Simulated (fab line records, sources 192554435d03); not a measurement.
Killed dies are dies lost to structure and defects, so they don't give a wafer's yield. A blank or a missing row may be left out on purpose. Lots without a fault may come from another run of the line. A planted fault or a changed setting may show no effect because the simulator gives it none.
Split-lot experiment | flow n5_finfet | 7 lots, 21 wafers read, on a route of 1938 steps

THE SPLIT
At N5_BEOL_M6_TRENCH_ETCH_37 (etches SiCOH lowk in C4F6/O2, target depth 94.435 nm, time 31.5 s), the setting source_w was moved away from the recipe's 345 W on 7 of the 21 wafers read, by -15.4% to +14.8%. The other wafers ran this setting at the recipe's value.

FROM THE SPLIT TO THE READING: what the file shows between them, 11 steps
- N5_BEOL_M6_ETCH_41: etches SiCN in CH3F/O2, target depth 29.7 nm, time 52 s
- N5_BEOL_M6_STRIP_80: strips in N2/H2, time 10 s
- N5_BEOL_M6_OCD_MEAS_38
- N5_BEOL_M6_HM_STRIP_39: strips TiN in peroxide tin strip, target depth 25 nm, time 158 s
- N5_BEOL_M6_SRD_40: time 30 s
- N5_BEOL_M6_ECD_50: material Cu, target thk 300 nm
- N5_BEOL_M6_ANNEAL_51: time 90 s
- N5_BEOL_M6_CMP_52: polishes, stops on SiCOH lowk, t overpolish 6.9 s, target thk 80 nm
- N5_BEOL_M6_THK_MEAS_53: measures by xrf
- N5_BEOL_M6_PRE_CLEAN_55: time 15 s
- N5_BEOL_M6_DEP_56: deposits SiCN from 3MS/NH3, target thk 10 nm, time 17.5 s

THE READING
M6_RS, in ohm/sq, at N5_BEOL_M6_RS_MEAS_57 (measures by four-point-probe). Fault-free wafers of this fab line usually give 0.287 ohm/sq, standard deviation 0.0091 ohm/sq.

wafer  | tool, chamber at the split | source_w as run, W | against the recipe | M6_RS, ohm/sq | against lot-mates on the recipe
L077.1 | rie_diel-04, 0             | 291.9              | -15.4%             | 0.315         | +0.028
L077.3 | rie_diel-04, 3             | 345                | recipe             | 0.286         | -
L077.4 | rie_diel-04, 3             | 345                | recipe             | 0.289         | -
L080.1 | rie_diel-02, 0             | 395.9              | +14.8%             | 0.272         | -0.020
L080.3 | rie_diel-02, 1             | 345                | recipe             | 0.292         | -
L080.4 | rie_diel-02, 1             | 395.9              | +14.8%             | 0.267         | -0.025
L082.1 | rie_diel-02, 1             | 389                | +12.8%             | 0.271         | -0.009
L082.4 | rie_diel-02, 1             | 389                | +12.8%             | 0.264         | -0.016
L082.6 | rie_diel-02, 3             | 345                | recipe             | 0.280         | -
L086.2 | rie_diel-02, 2             | 296.5              | -14.1%             | 0.306         | +0.012
L086.4 | rie_diel-02, 0             | 345                | recipe             | 0.294         | -
L086.6 | rie_diel-02, 2             | 296.5              | -14.1%             | 0.307         | +0.013
L091.1 | rie_diel-01, 3             | 345                | recipe             | 0.292         | -
L091.2 | rie_diel-01, 2             | 345                | recipe             | 0.289         | -
L091.3 | rie_diel-01, 1             | 345                | recipe             | 0.289         | -
L094.3 | rie_diel-04, 2             | 345                | recipe             | 0.295         | -
L094.5 | rie_diel-04, 3             | 345                | recipe             | 0.289         | -
L094.6 | rie_diel-04, 2             | 345                | recipe             | 0.295         | -
L095.2 | rie_diel-02, 0             | 345                | recipe             | 0.289         | -
L095.3 | rie_diel-02, 2             | 345                | recipe             | 0.282         | -
L095.6 | rie_diel-02, 3             | 345                | recipe             | 0.279         | -

THE FIT
A straight line over all 21 wafers: M6_RS changes by -0.00144 ohm/sq for each +1% of source_w; r = -0.93; the points scatter about the line by 0.0048 ohm/sq.
The same after taking each lot's own level away (the mean of its wafers on the recipe; 21 wafers): -0.00126 ohm/sq for each +1%; r = -0.94; scatter 0.004 ohm/sq.
On that fit, the largest move of source_w shifts the reading by 0.019 ohm/sq.
The lots' own levels span 0.2800 to 0.2940 ohm/sq, that is 1.5 times the standard deviation above.
So the lot-to-lot level changes the slope: the two fits differ.
Check: with one of the wafers moved furthest among these (-15.4%) left out of the fit, the line predicts +0.0168 ohm/sq for it against its lot-mates. It came out at +0.0275 ohm/sq against them.
Tool readings at the split's step, against how far the setting was moved: rf_vpp_V r = -0.94.

THE WHOLE CHAIN: every reading that the file lists as answering this split, in the file's order
step                      | what it does                                                        | reading                                                                      | change (the file's fit)               | r (the file's)
N5_BEOL_M6_TRENCH_ETCH_37 | etches SiCOH lowk in C4F6/O2, target depth 94.435 nm, time 31.5 s   | rf_vpp_V                                                                     | -3.89 V for each +1% of the setting   | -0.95
N5_BEOL_M6_TRENCH_ETCH_37 | etches SiCOH lowk in C4F6/O2, target depth 94.435 nm, time 31.5 s   | BEOL_M6.feature_depth_nm (the simulator's own value, which no gauge read)    | +0.305 nm for each +1% of the setting | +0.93
N5_BEOL_M6_TRENCH_ETCH_37 | etches SiCOH lowk in C4F6/O2, target depth 94.435 nm, time 31.5 s   | etch.depth_nm (the simulator's own value, which no gauge read)               | +0.302 nm for each +1% of the setting | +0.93
N5_BEOL_M6_OCD_MEAS_38    |                                                                     | trench_depth_nm                                                              | +0.316 nm for each +1% of the setting | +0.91
N5_BEOL_M6_CMP_52         | polishes, stops on SiCOH lowk, t overpolish 6.9 s, target thk 80 nm | Cu_of_BEOL_M6_ECD_50.thk_nm (the simulator's own value, which no gauge read) | +0.311 nm for each +1% of the setting | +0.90
N5_BEOL_M6_THK_MEAS_53    | measures by xrf                                                     | M6_THK                                                                       | +0.294 for each +1% of the setting    | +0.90
N5_BEOL_M6_RS_MEAS_57     | measures by four-point-probe                                        | M6_RS                                                                        | -0.00136 for each +1% of the setting  | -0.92

THE FILE'S OWN FIT
M6_RS changes by -0.00136 ohm/sq for each +1% of source_w, r = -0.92.
